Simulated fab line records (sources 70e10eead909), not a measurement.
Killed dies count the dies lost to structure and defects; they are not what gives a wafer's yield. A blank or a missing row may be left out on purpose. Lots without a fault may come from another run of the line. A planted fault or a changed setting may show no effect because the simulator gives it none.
A struck lot beside a sound one + flow nandHarc + 15 out of 1159 route steps
Sound: these wafers, L667.1, L667.3, L667.5. The struck wafers were L671.1, L671.4, L671.6. The cause comes at the end.
Per side, at each step with rows, come the tool, then ch with its chambers, and then its first start. Under that, the readings that differ: sound wafers + struck wafers + difference of the means + sigmas: that difference in standard deviations of wafers without a fault.
alike: words and numbers the same on both sides, and readings whose means are apart by under 2 such deviations; not compared: readings that were withheld, readings missing a value for some wafer, numbers with overlapping values and no deviation given by the record, and bounds like >300 which may hide the same value.
A row with sigmas, a row that says differs or no value, or rows on one side alone: a step with any of these is where the two part. Numbers that don't overlap but have no deviation are shown without sigmas and don't part them. A reading missing from all wafers of one side parts the sides only when that side holds two or more wafers.

NHARC_A_M1_OVL_MEAS_10: pitch 240 nm.
  sound on overlay-02 at day 19 19:11; struck on overlay-01 at day 20 21:01
  alike: overlayXNm, overlayYNm
NHARC_A_M1_INSPECT_11:
  sound on defectInspect-02 at day 19 19:13; struck on defectInspect-02 at day 20 21:04
| reading        | sound    | struck   | difference | sigmas |
|----------------|----------|----------|------------|--------|
| rawDefectCount | 37 36 43 | 12 14 13 | -26        | -2     |
NHARC_A_M1_DESCUM_14: chemistry O2, time 3 s.
  sound on rieDiel-08 ch 1,2,3, day 19 19:17; struck on rieDiel-08 ch 1,3, day 20 21:08
  alike: drypumpMotorCurrentA, oesProductAu, rfVppV, showerheadPlenumPTorr, throttleValvePct
  not compared: rfHoursCounterH
NHARC_A_M1_ETCH_35: etches the open film in N2/H2, target depth 40 nm, overetch 12 nm, time 43.94 s.
  sound on rieDiel-08 ch 1,2, day 19 19:23; struck on rieDiel-08 ch 0,1,3, day 20 21:13
  alike: drypumpMotorCurrentA, oesProductAu, rfVppV, showerheadPlenumPTorr, throttleValvePct
  not compared: rfHoursCounterH
NHARC_A_M1_ETCH_15: etches the open film in C4F8/Ar, target depth 182.5 nm, time 91.2 s.
  sound on rieDiel-08 ch 1,3; struck on rieDiel-08 ch 2,3
  alike: oesProductAu, rfVppV
  not compared: rfHoursCounterH
NHARC_A_M1_CD_MEAS_16:
  sound on cdSem-03 at day 19 19:38; struck on cdSem-02 at day 20 21:25
  alike: cdNm
then, 3 steps without rows for these wafers: NHARC_A_M1_STRIP_18 (strips in N2/H2); NHARC_A_M1_ETCH_28 (etches the open film in CF4/N2, target depth 30 nm, time 72.99 s); NHARC_A_M1_STRIP_19 (strips in post etch residue remover, time 600 s).
NHARC_A_M1_DEGAS_29: time 60 s.
  sound on pvdSputter-01 at day 19 20:21; struck on pvdSputter-02 at day 20 22:08
  alike: heaterPowerW
NHARC_A_M1_PRE_CLEAN_30: time 30 s.
  sound on pvdSputter-01; struck on pvdSputter-02
  alike: heaterPowerW
then, 1 step without rows for these wafers: NHARC_A_M1_PVD_20 (deposits TaN, target thk 5 nm, time 8.06 s).
NHARC_A_M1_PVD_21: deposits Cu, target thk 30 nm, time 20.49 s.
  sound on pvdSputter-01 at day 19 20:35; struck on pvdSputter-02 at day 20 22:22
  no value came back on the struck wafers for cathodeDcPowerW (W), chamberPressurePa (Pa), throttleValvePct (%); on the sound wafers cathodeDcPowerW (W) reads 5001.4 5001.0 4999.8
then, 1 step without rows for these wafers: NHARC_A_M1_ECD_22 (material Cu, target thk 400 nm).
NHARC_END_SORT_01:
  sound on prober-01 ch 0, day 21 08:16; struck on prober-02 ch 0, day 22 13:08
| reading                | sound          | struck         | difference | sigmas      |
|------------------------|----------------|----------------|------------|-------------|
| defectLimitedYield (%) | 94.8 95.7 95.4 | 0 0 0          | -95        | -79         |
| killedAtArray          | 31 24 25       | 670 671 669    | +643       | +87         |
| killedDies             | 35 29 31       | 677 677 677    | +645       | +81         |
| sort_bin_2_pct (%)     | 1.9 1.2 1.5    | 98.1 97.9 97.8 | +96.4      | +99 or more |
| sortNPass              | 642 648 646    | 0 0 0          | -645       | -81         |
| sortRimYieldPct (%)    | 91.5 94.3 91.5 | 0 0 0          | -92        | -34         |
| sortYieldPct (%)       | 94.8 95.7 95.4 | 0 0 0          | -95        | -79         |
  alike: killedAtOther, killedAtPeriphery, killedOpen, killedShort, sort_bin_3_pct, sort_bin_4_pct

WHERE THEY PART
Last at NHARC_END_SORT_01 as far as this record goes, first at NHARC_A_M1_INSPECT_11.

WHY: the cause the simulator had injected
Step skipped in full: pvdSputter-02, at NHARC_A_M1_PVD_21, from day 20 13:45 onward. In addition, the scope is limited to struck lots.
